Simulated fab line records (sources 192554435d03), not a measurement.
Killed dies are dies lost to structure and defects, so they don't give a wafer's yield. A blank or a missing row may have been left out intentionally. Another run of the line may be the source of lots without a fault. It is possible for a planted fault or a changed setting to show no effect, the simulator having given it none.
Matching of chambers -- flow n5_finfet -- rie_diel-06 running N5_GATE_CUT_ETCH_37: 4 sister chambers
The step etches SOC in N2/H2, target depth 60 nm, overetch 12 nm, time 90 s. 8 wafers are shown with their chamber, then 8 later ones without.

## WAFERS, EACH WITH ITS CHAMBER
wafer,chamber,showerhead_plenum_p_Torr (Torr),drypump_motor_current_A (A)
L075.3,3,2.64,5.6
L075.6,1,2.54,6.5
L076.3,2,2.65,5.7
L076.6,0,2.47,5.2
L082.2,3,2.64,5.7
L082.4,2,2.64,5.6
L082.5,0,2.47,5.2
L088.2,1,2.53,6.6

## WAFERS MISSING THEIR CHAMBER
wafer,showerhead_plenum_p_Torr (Torr),drypump_motor_current_A (A)
L088.3,2.63,5.7
L088.5,2.53,6.6
L091.1,2.63,5.7
L091.2,2.53,6.5
L091.4,2.64,5.7
L095.1,2.46,5.2
L095.3,2.63,5.6
L095.5,2.46,5.2

## CHAMBER TAKEN BY EACH
wafer,from the rows above,in truth
L088.3,can't be placed: 3 or 2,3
L088.5,1,1
L091.1,can't be placed: 3 or 2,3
L091.2,1,1
L091.4,can't be placed: 3 or 2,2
L095.1,0,0
L095.3,can't be placed: 3 or 2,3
L095.5,0,0
4 of 8 placed correctly. From these rows, 4 cannot be placed; in 4 the true chamber is one of the candidates. Placed wrongly: 0.
How it was worked out, from the rows above alone: a wafer's distance from a chamber is the root of the sum, over the readings, of the square of ((its reading less the chamber's mean) divided by the reading's scatter). The wafer belongs to the nearest chamber; if the next one is less than 2 further off, it can't be placed. A chamber's mean is the mean of its shown wafers. How the scatter is found: for the shown wafers, subtract from each reading the mean of its chamber, square and add these, divide the total by (wafers less chambers), then take the root.
